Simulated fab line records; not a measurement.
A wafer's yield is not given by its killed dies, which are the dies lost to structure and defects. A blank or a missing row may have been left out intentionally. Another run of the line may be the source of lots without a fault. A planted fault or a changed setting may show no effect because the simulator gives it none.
Which tool is to blame? :: flow n5 finfet :: 24 lots, 72 wafers sampled, at 2 steps of a route of 1938

== WHAT EACH GAUGE READ, for each wafer ==
N5_WELL_APT_INSPECT_27: inspects for defects (macro). Usual: 2.0 for raw defect count, sd 1.4.
lot: L074
measured: day 1 15:07
on: defect inspect-01
raw defect count: 0 3 1
flag: 

lot: L075
measured: day 1 21:18
on: defect inspect-02
raw defect count: 3 6 2
flag: 

lot: L076
measured: day 2 03:31
on: defect inspect-01
raw defect count: 3 1 3
flag: 

lot: L077
measured: day 2 09:01
on: defect inspect-02
raw defect count: 1 1 2
flag: 

lot: L078
measured: day 2 15:34
on: defect inspect-01
raw defect count: 4 0 2
flag: 

lot: L079
measured: day 2 21:17
on: defect inspect-02
raw defect count: 4 0 2
flag: 

lot: L080
measured: day 3 03:37
on: defect inspect-02
raw defect count: 5 1 4
flag: 

lot: L081
measured: day 3 09:28
on: defect inspect-02
raw defect count: 1 1 2
flag: 

lot: L082
measured: day 3 15:55
on: defect inspect-01
raw defect count: 1 1 2
flag: 

lot: L083
measured: day 3 22:20
on: defect inspect-02
raw defect count: 0 4 2
flag: 

lot: L084
measured: day 4 03:16
on: defect inspect-01
raw defect count: 1 3 2
flag: 

lot: L085
measured: day 4 09:10
on: defect inspect-02
raw defect count: 0 2 1
flag: 

lot: L086
measured: day 4 14:59
on: defect inspect-02
raw defect count: 2 2 0
flag: 

lot: L087
measured: day 4 21:03
on: defect inspect-01
raw defect count: 3 1 0
flag: 

lot: L088
measured: day 5 03:08
on: defect inspect-01
raw defect count: 1 3 3
flag: 

lot: L089
measured: day 5 09:01
on: defect inspect-01
raw defect count: 3 2 2
flag: 

lot: L090
measured: day 5 15:34
on: defect inspect-01
raw defect count: 1 1 3
flag: 

lot: L091
measured: day 5 20:58
on: defect inspect-02
raw defect count: 5 3 4
flag: 

lot: L092
measured: day 6 03:07
on: defect inspect-01
raw defect count: 1 2 1
flag: 

lot: L093
measured: day 6 08:59
on: defect inspect-01
raw defect count: 2 4 0
flag: 

lot: L094
measured: day 6 15:25
on: defect inspect-02
raw defect count: 1 2 3
flag: 

lot: L095
measured: day 6 21:07
on: defect inspect-01
raw defect count: 3 2 1
flag: 

lot: L096
measured: day 7 02:52
on: defect inspect-01
raw defect count: 4 2 2
flag: 

lot: L097
measured: day 7 09:02
on: defect inspect-02
raw defect count: 4 1 2
flag: 

N5_PMOS_HMC_CHANNEL_EPI_INSPECT_11: inspects for defects (macro). Usual: 2.0 for raw defect count, sd 1.5.
lot: L074
measured: day 1 17:19
on: defect inspect-01
raw defect count: 3 1 1
flag: 

lot: L075
measured: day 1 23:29
on: defect inspect-02
raw defect count: 0 2 0
flag: 

lot: L076
measured: day 2 05:55
on: defect inspect-02
raw defect count: 3 1 3
flag: 

lot: L077
measured: day 2 11:22
on: defect inspect-01
raw defect count: 2 6 2
flag: 

lot: L078
measured: day 2 17:50
on: defect inspect-02
raw defect count: 5 1 0
flag: 

lot: L079
measured: day 2 23:34
on: defect inspect-01
raw defect count: 3 2 4
flag: 

lot: L080
measured: day 3 05:40
on: defect inspect-01
raw defect count: 2 1 1
flag: 

lot: L081
measured: day 3 11:38
on: defect inspect-02
raw defect count: 1 4 2
flag: 

lot: L082
measured: day 3 18:44
on: defect inspect-02
raw defect count: 0 2 1
flag: 

lot: L083
measured: day 4 01:03
on: defect inspect-02
raw defect count: 1 2 2
flag: 

lot: L084
measured: day 4 06:48
on: defect inspect-02
raw defect count: 1 2 2
flag: 

lot: L085
measured: day 4 11:36
on: defect inspect-02
raw defect count: 1 2 3
flag: 

lot: L086
measured: day 4 17:07
on: defect inspect-02
raw defect count: 0 1 3
flag: 

lot: L087
measured: day 4 23:32
on: defect inspect-02
raw defect count: 0 1 0
flag: 

lot: L088
measured: day 5 05:35
on: defect inspect-01
raw defect count: 7 2 2
flag: 

lot: L089
measured: day 5 11:37
on: defect inspect-01
raw defect count: 1 4 1
flag: 

lot: L090
measured: day 5 18:05
on: defect inspect-02
raw defect count: 3 1 2
flag: 

lot: L091
measured: day 5 23:13
on: defect inspect-01
raw defect count: 4 0 2
flag: 

lot: L092
measured: day 6 05:59
on: defect inspect-02
raw defect count: 2 2 3
flag: 

lot: L093
measured: day 6 11:25
on: defect inspect-01
raw defect count: 3 4 3
flag: 

lot: L094
measured: day 6 17:43
on: defect inspect-02
raw defect count: 3 0 1
flag: 

lot: L095
measured: day 6 23:18
on: defect inspect-01
raw defect count: 1 1 1
flag: 

lot: L096
measured: day 7 05:04
on: defect inspect-01
raw defect count: 4 2 0
flag: 

lot: L097
measured: day 7 11:14
on: defect inspect-01
raw defect count: 3 4 0
flag: 

== WHICH TOOL RAN EACH LOT (tool, then ch and the chambers of the sampled wafers, then the start) ==
The record shows no process step preceding these readings.

== WHAT THE TOOLS THEMSELVES READ (means of the sampled wafers that have a number; where no wafer has one, the mark that the record gives instead) ==
The record holds no such reading with a usual standard deviation.

== THE ANSWER, worked out from the rows above alone ==
Rule: lot off if the mean of its wafers having a number is beyond 3 standard deviations from the usual mean. A lot without any number at a reading at which 4 lots or more have one is off too. The other lots that the step has rows for count as sound. Order of review: gauges by route order, followed by the tools' own readings, for which a lot's mean as printed above is used. The first step at which some lot is off is used, and at that step the reading that is off furthest; a lot without a number counts as furthest.
Across all readings shown, no lot is off: no conclusion can be drawn from this.

== WHAT THE SIMULATOR PUT IN ==
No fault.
